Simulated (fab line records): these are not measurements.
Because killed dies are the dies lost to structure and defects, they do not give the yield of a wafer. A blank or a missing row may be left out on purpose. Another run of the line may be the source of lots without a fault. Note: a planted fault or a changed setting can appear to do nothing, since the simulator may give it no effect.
Comparing a struck lot with a sound one | flow n5_finfet | 39 steps out of a route of 1938
Sound: wafers L133.1, L133.2, L133.5. The struck wafers were L128.1, L128.3, L128.6. At the end, the cause is stated.
At each step with rows: each side's tool, then ch and its chambers, then its first start. Under that, the readings that differ: sound wafers | struck wafers | difference of the means | sigmas: that difference in standard deviations of wafers without a fault.
alike: readings with means less than 2 such deviations apart, plus words and numbers identical on both sides. not compared: withheld readings, readings lacking a value on some wafer, bounds such as >300 that could conceal the same value, and numbers that have no deviation in the record and whose values overlap.
Wherever a step has rows on one side only, a row that says differs or no value, or a row with sigmas, the two part there. When numbers do not overlap yet have no deviation, they are printed without sigmas and do not part them. A reading that every wafer of one side lacks parts them only if that side has two wafers or more.

first, 12 steps without rows for these wafers: N5_SD_EPI_N_STRIP_36 (strips in N2/H2); N5_SD_EPI_N_ETCHBACK_44 (etches SiNx in CH3F/O2, stops on SiO2, target depth 14.5 nm); N5_SD_EPI_N_ETCH_45 (etches SiOCN in CH3F/O2, target depth 6 nm); N5_SD_EPI_N_ETCH_16 (etches SiO2 in CHF3/O2, target depth 5 nm); N5_SD_EPI_N_STRIP_47 (strips in CHF3/O2); N5_SD_EPI_N_SD_RECESS_17 (chemistry HBr/Cl2/O2, target depth 41 nm, time 23.7 s, bt time 3 s); N5_SD_EPI_N_STRIP_38 (strips in N2/H2); N5_SD_EPI_N_WET_ETCH_43 (etches SiO2 in dHF, time 14 s, target depth 1.5 nm); N5_SD_EPI_N_STRIP_18 (strips in SPM, time 750 s); N5_SD_EPI_N_SRD_20 (time 30 s); N5_SD_EPI_N_PRECLEAN_48 (cleans in NF3:NH3, afs cycles 2, time 20 s, sublimation time 60 s); N5_SD_EPI_N_VAPOR_ETCH_50 (etches Si in HCl, time 54 s).
N5_SD_EPI_N_EPI_21: deposits Si:P, time 690 s.
  sound on epi_rpcvd-01 ch 0, day 7 00:44; struck on epi_rpcvd-02 ch 0, day 5 21:26
  reading                                   | sound             | struck            | difference | sigmas
  chamber_pressure_Torr (Torr)              | 254.9 254.3 254.8 | 255.9 255.5 256.7 | +1.4       | +2
  model.Si-P_of_SD_EPI_N_EPI_21.thk_nm (nm) | 59.6 59.8 59.8    | 54.4 54.6 53.8    | -5.5       |
N5_SD_EPI_N_EPI_MEAS_23:
  struck on film_metro-02, day 5 23:10; sound on film_metro-01, day 7 02:27
  reading     | sound          | struck         | difference | sigmas
  thk_nm (nm) | 58.2 61.4 58.7 | 55.1 55.0 53.9 | -4.8       | -4
then, 24 steps without rows for these wafers: N5_SD_EPI_N_PRECLEAN_24 (cleans in O3/DIW, time 60 s); N5_SD_EPI_N_SRD_25 (time 30 s); N5_SD_EPI_N_PRECLEAN_49 (cleans in NF3:NH3, afs cycles 1, time 20 s, sublimation time 60 s); N5_SD_EPI_N_LINER_46 (material SiNx, target thk 3 nm); N5_SD_EPI_P_COAT_34 (time 60 s, resist thk 350 nm); N5_SD_EPI_P_COAT_35 (time 60 s, resist thk 35 nm); N5_SD_EPI_P_COAT_03 (resist thk 150 nm); N5_SD_EPI_P_EBR_05; N5_SD_EPI_P_SOFTBAKE_04 (time 60 s); N5_SD_EPI_P_EXPOSE_06 (exposes mask SD P BLK, target cd 240 nm); N5_SD_EPI_P_PEB_07 (peb time 60 s); N5_SD_EPI_P_DEVELOP_08 (develop time 30 s); N5_SD_EPI_P_DESCUM_14 (chemistry O2, time 7.9 s); N5_SD_EPI_P_ETCH_36 (etches SiARC in CF4, target depth 45.5 nm, time 75.8 s); N5_SD_EPI_P_ETCH_37 (etches SOC in N2/H2, overetch 108 nm, time 486 s); N5_SD_EPI_P_STRIP_38 (strips in N2/H2); N5_SD_EPI_P_ETCHBACK_46 (etches SiNx in CH3F/O2, stops on SiO2, target depth 17.5 nm); N5_SD_EPI_P_ETCH_47 (etches SiOCN in CH3F/O2, target depth 25 nm); N5_SD_EPI_P_ETCH_16 (etches SiO2 in CHF3/O2, target depth 5 nm); N5_SD_EPI_P_STRIP_50 (strips in CHF3/O2); N5_SD_EPI_P_SD_RECESS_17 (chemistry HBr/Cl2/O2, target depth 39.1 nm, bt time 3 s); N5_SD_EPI_P_WET_ETCH_45 (etches SiO2 in dHF, time 10.7 s, target depth 2 nm, rinse time 30 s); N5_SD_EPI_P_STRIP_40 (strips in N2/H2); N5_SD_EPI_P_PRECLEAN_52 (cleans in O3/DIW, time 60 s).
N5_MOL_CONTACT_COAG_ETCH_15: etches SiNx in CH3F/O2, stops on Si:P, target depth 7 nm.
  sound on rie_diel-05 ch 0,2,3, day 8 14:15; struck on rie_diel-04 ch 0,3, day 7 10:56
  reading                                   | sound      | struck         | difference | sigmas
  model.Si-P_of_SD_EPI_N_EPI_21.thk_nm (nm) | 58.8 59 59 | 53.6 53.8 53.2 | -5.4       |
  alike: O2_flow_sccm, bias_w, chamber_pressure_mTorr, drypump_motor_current_A, oes_product_au, rf_vpp_V, showerhead_plenum_p_Torr, throttle_valve_pct
  not compared: rf_hours_counter_h

== WHERE THEY PART ==
Earliest at N5_SD_EPI_N_EPI_21; latest, in this record, at N5_SD_EPI_N_EPI_MEAS_23. Later steps at which nothing parts them and some readings are alike: N5_MOL_CONTACT_COAG_ETCH_15.

WHY: what had been put in by the simulator
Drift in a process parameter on epi_rpcvd-02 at N5_SD_EPI_N_EPI_21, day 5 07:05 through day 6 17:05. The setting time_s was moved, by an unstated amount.
